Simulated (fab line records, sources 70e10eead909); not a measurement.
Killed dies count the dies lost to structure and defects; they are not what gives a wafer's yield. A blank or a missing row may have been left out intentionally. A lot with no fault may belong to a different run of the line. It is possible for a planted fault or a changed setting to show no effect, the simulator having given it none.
Chamber matching	flow nandHarc	NHARC_A_STAIRCASE_ALD_420 on aldHk-04 has 4 sister chambers
The step deposits SiO2, target thk 20 nm, pulse time 6 s, ald cycles 200. 4 wafers are shown with their chamber, then 11 later ones without.

## EACH WAFER AND ITS CHAMBER
wafer	chamber	heaterPowerW (W)
L087.1	1	498
L089.5	3	524
L089.6	0	507
L090.2	2	444

## WAFERS WITHOUT THEIR CHAMBER
wafer	heaterPowerW (W)
L090.4	520
L090.6	519
L093.1	525
L093.2	487
L093.3	516
L095.3	543
L095.5	503
L095.6	548
L096.1	503
L096.4	440
L096.6	504

## CHAMBER TAKEN BY EACH
wafer	from the rows above	in truth
L090.4	can't be placed: 3 or 0 or 1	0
L090.6	can't be placed: 3 or 0 or 1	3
L093.1	can't be placed: 3 or 0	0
L093.2	can't be placed: 1 or 0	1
L093.3	can't be placed: 3 or 0 or 1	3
L095.3	can't be placed: 3 or 0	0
L095.5	can't be placed: 0 or 1 or 3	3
L095.6	can't be placed: 3 or 0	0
L096.1	can't be placed: 0 or 1 or 3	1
L096.4	2	2
L096.6	can't be placed: 0 or 1 or 3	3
Placed correctly: 1 of 11. Unplaceable from these rows: 10, with the true chamber sitting among the candidates in 10. Placed wrongly: 0.
How it was worked out, from the rows above alone: a wafer's distance from a chamber is the root of the sum, over the readings, of the square of ((its reading less the chamber's mean) divided by the reading's scatter). If the next closest chamber is less than 2 further off than the closest, the wafer can't be placed; otherwise it belongs to the closest. A chamber's mean is the mean of its shown wafers. The scatter (one wafer shown for each chamber): square how far every hidden wafer sits from the nearest shown wafer, average those squares and take the square root.
